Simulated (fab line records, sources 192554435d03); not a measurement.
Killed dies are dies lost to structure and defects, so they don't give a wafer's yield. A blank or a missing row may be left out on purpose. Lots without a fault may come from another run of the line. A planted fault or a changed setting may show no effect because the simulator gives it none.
Which tool did it? | flow n5_finfet | 10 lots, 25 wafers sampled, at 6 steps of a route of 1938

WHAT THE GAUGES READ, wafer by wafer
N5_FIN_CUT_OVL_MEAS_09. Usual: FIN_CUT_OVL -0.1 nm, standard deviation 0.66.
lot  | measured    | on         | FIN_CUT_OVL (nm) | flag
L740 | day 2 04:12 | overlay-02 | 0.3 -0.1         |
L741 | day 2 09:52 | overlay-02 | -0.3 -0.8        |
L742 | day 2 15:57 | overlay-02 | -0.9 0.2         |
L744 | day 3 04:55 | overlay-01 | -1.7 -0.5 0.7    |
L747 | day 3 21:05 | overlay-02 | -1.5 -0.3 -0.6   |
L748 | day 4 02:05 | overlay-02 | 0.1 0.4 0.4      |
L749 | day 4 10:46 | overlay-01 | 0.7 0.8          |
L755 | day 6 00:00 | overlay-01 | -0.7 -0.2 0.2    |
L760 | day 7 02:13 | overlay-01 | -0.5 -0.4 -0.6   |
L762 | day 7 14:08 | overlay-01 | -1.1 -1.5        |

N5_FIN_CUT_INSPECT_10: inspects for defects (brightfield). Usual: raw_defect_count 46, standard deviation 13.
lot  | measured    | on                | raw_defect_count | flag
L740 | day 2 04:16 | defect_inspect-02 | 38 27            |
L741 | day 2 09:55 | defect_inspect-01 | 41 52            |
L742 | day 2 16:00 | defect_inspect-02 | 61 57            |
L744 | day 3 04:59 | defect_inspect-01 | 56 31 38         |
L747 | day 3 21:09 | defect_inspect-02 | 51 54 41         |
L748 | day 4 02:08 | defect_inspect-01 | 53 47 65         |
L749 | day 4 10:49 | defect_inspect-02 | 48 60            |
L755 | day 6 00:03 | defect_inspect-02 | 300 306 284      | OFF
L760 | day 7 02:16 | defect_inspect-01 | 59 42 33         |
L762 | day 7 14:10 | defect_inspect-01 | 42 52            |

N5_BEOL_M4_RC_MEAS_101. Usual: DIBL_N 36.0 mV/V, standard deviation 2; DIBL_P 35.9 mV/V, standard deviation 2.5; IOFF_N 0.16 nA/um, standard deviation 0.038; IOFF_P 0.21 nA/um, standard deviation 0.04; ION_N 675 uA/um, standard deviation 14; ION_P 462 uA/um, standard deviation 9.4; SS_N 71.5 mV/dec, standard deviation 0.75; SS_P 73.2 mV/dec, standard deviation 0.74; VT_N 250 mV, standard deviation 3.9; VT_P -251 mV, standard deviation 3.2.
lot  | measured     | on        | DIBL_N (mV/V)  | DIBL_P (mV/V)  | IOFF_N (nA/um) | IOFF_P (nA/um) | ION_N (uA/um) | ION_P (uA/um) | SS_N (mV/dec)  | SS_P (mV/dec)  | VT_N (mV)   | VT_P (mV)      | flag
L740 | day 7 22:37  | prober-01 | 37.7 36.3      | 35.8 33.6      | 0.20 0.16      | 0.20 0.16      | 667 675       | 455 452       | 72.2 71.1      | 72.8 72.4      | 249 250     | -252 -255      |
L741 | day 7 20:10  | prober-01 | 35.2 36.8      | 35.1 35.2      | 0.17 0.21      | 0.22 0.22      | 691 694       | 472 466       | 70.9 71.7      | 73.1 73.5      | 244 242     | -245 -246      |
L742 | day 8 10:36  | prober-01 | 40.0 32.6      | 37.8 30.3      | 0.23 0.12      | 0.28 0.18      | 690 679       | 468 474       | 72.1 69.8      | 74.2 72.2      | 242 249     | -246 -251      |
L744 | day 9 05:07  | prober-01 | 37.3 32.4 38.7 | 37.2 31.9 39.4 | 0.17 0.11 0.20 | 0.19 0.14 0.25 | 664 654 670   | 446 445 459   | 72.3 70.8 71.8 | 73.7 72.6 74.5 | 251 256 246 | -255 -257 -251 |
L747 | day 9 13:16  | prober-01 | 34.7 35.0 37.0 | 33.1 34.7 35.0 | 0.14 0.15 0.18 | 0.18 0.20 0.20 | 668 675 661   | 461 464 456   | 71.0 71.1 73.0 | 72.9 73.1 73.8 | 250 249 249 | -253 -250 -250 |
L748 | day 9 20:21  | prober-02 | 35.6 34.8 35.3 | 34.3 33.3 34.1 | 0.16 0.13 0.14 | 0.23 0.22 0.23 | 701 683 686   | 483 475 472   | 71.3 69.7 70.6 | 72.8 72.4 72.8 | 243 248 248 | -245 -248 -247 |
L749 | day 10 00:16 | prober-01 | 35.4 37.5      | 34.6 39.3      | 0.14 0.18      | 0.15 0.25      | 656 675       | 445 459       | 71.9 71.5      | 72.7 73.4      | 252 247     | -257 -250      |
L755 | day 12 04:15 | prober-01 | 38.6 38.6 35.6 | 39.3 39.2 36.2 | 0.22 0.21 0.17 | 0.24 0.26 0.20 | 685 683 696   | 466 472 474   | 72.4 72.2 71.3 | 73.3 73.0 72.3 | 248 248 248 | -251 -248 -249 |
L760 | day 12 12:43 | prober-01 | 36.8 31.9 35.9 | 37.8 32.6 36.6 | 0.16 0.09 0.15 | 0.21 0.15 0.20 | 685 660 676   | 465 463 468   | 71.4 70.5 71.2 | 73.6 71.4 72.9 | 250 258 251 | -248 -256 -251 |
L762 | day 13 13:23 | prober-01 | 34.7 33.0      | 35.0 31.9      | 0.12 0.11      | 0.17 0.15      | 664 663       | 460 464       | 71.2 70.9      | 72.7 71.9      | 254 258     | -253 -256      |

WHICH TOOL RAN EACH LOT (tool, then ch and the chambers of the sampled wafers, then the start)
lot  | N5_FIN_SAQP_RECESS_63             | N5_FIN_SAQP_STRIP_77              | N5_FIN_CUT_ETCH_21
L740 | vapor_etch-01 ch 0,1, day 2 01:49 | rie_diel-04 ch 0,3, day 2 03:18   | rie_diel-06 ch 0,3, day 2 04:23
L741 | vapor_etch-01 ch 0,1, day 2 07:26 | rie_diel-04 ch 1, day 2 08:57     | rie_diel-06 ch 1,3, day 2 10:02
L742 | vapor_etch-02 ch 0,1, day 2 12:38 | rie_diel-05 ch 3, day 2 15:02     | rie_diel-02 ch 0,2, day 2 16:08
L744 | vapor_etch-02 ch 0,1, day 3 01:50 | rie_diel-03 ch 0,2, day 3 04:01   | rie_diel-02 ch 1,2, day 3 05:06
L747 | vapor_etch-01 ch 0,1, day 3 18:43 | rie_diel-03 ch 1,2,3, day 3 20:18 | rie_diel-06 ch 0,1, day 3 21:16
L748 | vapor_etch-01 ch 0,1, day 3 23:46 | rie_diel-03 ch 0,1,3, day 4 01:11 | rie_diel-06 ch 0,2,3, day 4 02:16
L749 | vapor_etch-01 ch 0,1, day 4 08:21 | rie_diel-05 ch 2,3, day 4 09:59   | rie_diel-01 ch 1,3, day 4 11:07
L755 | vapor_etch-02 ch 0,1, day 5 21:55 | rie_diel-05 ch 2,3, day 5 23:13   | rie_diel-02 ch 0,1,3, day 6 00:10
L760 | vapor_etch-01 ch 1, day 6 23:55   | rie_diel-03 ch 0,1,3, day 7 01:26 | rie_diel-06 ch 0,1, day 7 02:32
L762 | vapor_etch-01 ch 0,1, day 7 12:02 | rie_diel-03 ch 0,1, day 7 13:15   | rie_diel-02 ch 2,3, day 7 14:26
- N5_FIN_SAQP_RECESS_63: chemistry HF/NH3, target SiO2, target depth 18 nm, afs cycles 3, sublimation time 60 s.
- N5_FIN_SAQP_STRIP_77: strips in N2/H2, time 90 s.
- N5_FIN_CUT_ETCH_21: etches SOC in N2/H2, target depth 219 nm, overetch 43.8 nm, time 523.5 s.

WHAT THE TOOLS THEMSELVES READ (means of the sampled wafers that have a number; where no wafer has one, the mark that the record gives instead)
N5_FIN_SAQP_RECESS_63. Usual: drypump_motor_current_A 5.61 A, standard deviation 0.23.
lot  | tool          | drypump_motor_current_A (A) | flag
L740 | vapor_etch-01 | 5.65                        |
L741 | vapor_etch-01 | 5.64                        |
L742 | vapor_etch-02 | 5.56                        |
L744 | vapor_etch-02 | 5.66                        |
L747 | vapor_etch-01 | 5.67                        |
L748 | vapor_etch-01 | 5.62                        |
L749 | vapor_etch-01 | 5.64                        |
L755 | vapor_etch-02 | 5.65                        |
L760 | vapor_etch-01 | 5.72                        |
L762 | vapor_etch-01 | 5.64                        |

N5_FIN_SAQP_STRIP_77. Usual: drypump_motor_current_A 5.7 A, standard deviation 0.42; oes_product_au 0.77 a.u., standard deviation 0.094; rf_vpp_V 45.4 V, standard deviation 0.91; showerhead_plenum_p_Torr 3.41 Torr, standard deviation 0.073; throttle_valve_pct 12.31 %, standard deviation 0.25.
lot  | tool        | drypump_motor_current_A (A) | oes_product_au (a.u.) | rf_vpp_V (V) | showerhead_plenum_p_Torr (Torr) | throttle_valve_pct (%) | flag
L740 | rie_diel-04 | 5.5                         | 0.83                  | 46.0         | 3.46                            | 12.04                  |
L741 | rie_diel-04 | 5.3                         | 0.70                  | 46.0         | 3.36                            | 12.87                  |
L742 | rie_diel-05 | 5.8                         | 0.74                  | 45.9         | 3.37                            | 12.38                  |
L744 | rie_diel-03 | 5.5                         | 0.72                  | 45.9         | 3.44                            | 12.36                  |
L747 | rie_diel-03 | 5.7                         | 0.76                  | 45.3         | 3.46                            | 12.38                  |
L748 | rie_diel-03 | 5.9                         | 0.74                  | 44.7         | 3.42                            | 12.36                  |
L749 | rie_diel-05 | 5.5                         | 0.76                  | 44.1         | 3.40                            | 12.31                  |
L755 | rie_diel-05 | 5.6                         | 0.74                  | 44.3         | 3.38                            | 12.38                  |
L760 | rie_diel-03 | 5.9                         | 0.82                  | 45.0         | 3.40                            | 12.21                  |
L762 | rie_diel-03 | 6.0                         | 0.76                  | 44.1         | 3.38                            | 12.27                  |

N5_FIN_CUT_ETCH_21. Usual: drypump_motor_current_A 5.5 A, standard deviation 0.36; oes_product_au 0.71 a.u., standard deviation 0.072; rf_vpp_V 241.1 V, standard deviation 1.2; showerhead_plenum_p_Torr 2.57 Torr, standard deviation 0.077; throttle_valve_pct 17.84 %, standard deviation 0.26.
lot  | tool        | drypump_motor_current_A (A) | oes_product_au (a.u.) | rf_vpp_V (V) | showerhead_plenum_p_Torr (Torr) | throttle_valve_pct (%) | flag
L740 | rie_diel-06 | 5.1                         | 0.70                  | 240.4        | 2.54                            | 17.93                  |
L741 | rie_diel-06 | 5.5                         | 0.67                  | 240.4        | 2.53                            | 18.09                  |
L742 | rie_diel-02 | 5.7                         | 0.80                  | 241.6        | 2.59                            | 17.47                  |
L744 | rie_diel-02 | 5.8                         | 0.68                  | 241.5        | 2.57                            | 17.57                  |
L747 | rie_diel-06 | 5.8                         | 0.67                  | 242.5        | 2.66                            | 18.03                  |
L748 | rie_diel-06 | 5.1                         | 0.73                  | 240.6        | 2.55                            | 17.84                  |
L749 | rie_diel-01 | 5.3                         | 0.69                  | 241.1        | 2.58                            | 17.90                  |
L755 | rie_diel-02 | 5.8                         | 0.72                  | 241.8        | 2.54                            | 17.70                  |
L760 | rie_diel-06 | 5.7                         | 0.66                  | 242.2        | 2.65                            | 18.07                  |
L762 | rie_diel-02 | 5.7                         | 0.66                  | 241.0        | 2.54                            | 17.88                  |

THE ANSWER, worked out from the rows above alone
Rule: a lot is off if the mean of its wafers that have a number lies more than 3 standard deviations from the usual mean. A lot without any number at a reading at which 4 lots or more have one is off too. The other lots that the step has rows for count as sound. The gauges are gone through in route order, then the tools' own readings, and for those a lot's mean is taken as printed above. The first step at which some lot is off is used, and at that step the reading that is off furthest; a lot without a number counts as furthest.
Off: L755, at N5_FIN_CUT_INSPECT_10 (raw_defect_count).
A tool fits if, at a process step before that reading, it ran every lot that is off, and no sound lot after the first of them. The gauges at N5_FIN_CUT_INSPECT_10 are tried like those tools. Can't be told from this: 3 tools fit, vapor_etch-02 at N5_FIN_SAQP_RECESS_63, rie_diel-05 at N5_FIN_SAQP_STRIP_77, defect_inspect-02 at N5_FIN_CUT_INSPECT_10.

WHAT THE SIMULATOR HAD PUT IN
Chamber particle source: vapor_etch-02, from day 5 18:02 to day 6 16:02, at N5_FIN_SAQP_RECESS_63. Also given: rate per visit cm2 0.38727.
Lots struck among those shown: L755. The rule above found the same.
